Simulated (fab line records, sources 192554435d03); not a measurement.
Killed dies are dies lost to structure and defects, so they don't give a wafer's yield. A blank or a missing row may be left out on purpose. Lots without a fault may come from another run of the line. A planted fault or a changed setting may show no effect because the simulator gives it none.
Chamber matching | flow n5_finfet | N5_BEOL_M2_DESCUM_16 on rie_diel-06: 3 sister chambers
The step chemistry O2, time 7 s. 3 wafers are shown with their chamber, then 5 later ones without.

WAFERS WITH THEIR CHAMBER
wafer  | chamber | drypump_motor_current_A (A)
L084.4 | 2       | 4.9
L093.1 | 0       | 5.8
L093.5 | 3       | 6.0

WAFERS WITHOUT THEIR CHAMBER
wafer  | drypump_motor_current_A (A)
L093.6 | 5.8
L094.2 | 4.9
L094.6 | 6.0
L096.3 | 5.0
L096.5 | 5.8

WHICH CHAMBER EACH WENT THROUGH
wafer  | from the rows above | in truth
L093.6 | 0                   | 0
L094.2 | 2                   | 2
L094.6 | 3                   | 3
L096.3 | 2                   | 2
L096.5 | 0                   | 0
Placed correctly: 5 of 5. Can't be placed from these rows: 0. Placed wrongly: 0.
How it was worked out, from the rows above alone: a wafer's distance from a chamber is the root of the sum, over the readings, of the square of ((its reading less the chamber's mean) divided by the reading's scatter). The wafer belongs to the nearest chamber; if the next one is less than 2 further off, it can't be placed. A chamber's mean is the mean of its shown wafers. The scatter: with one shown wafer a chamber, the root of the mean of the squares of how far each hidden wafer lies from its nearest shown one.
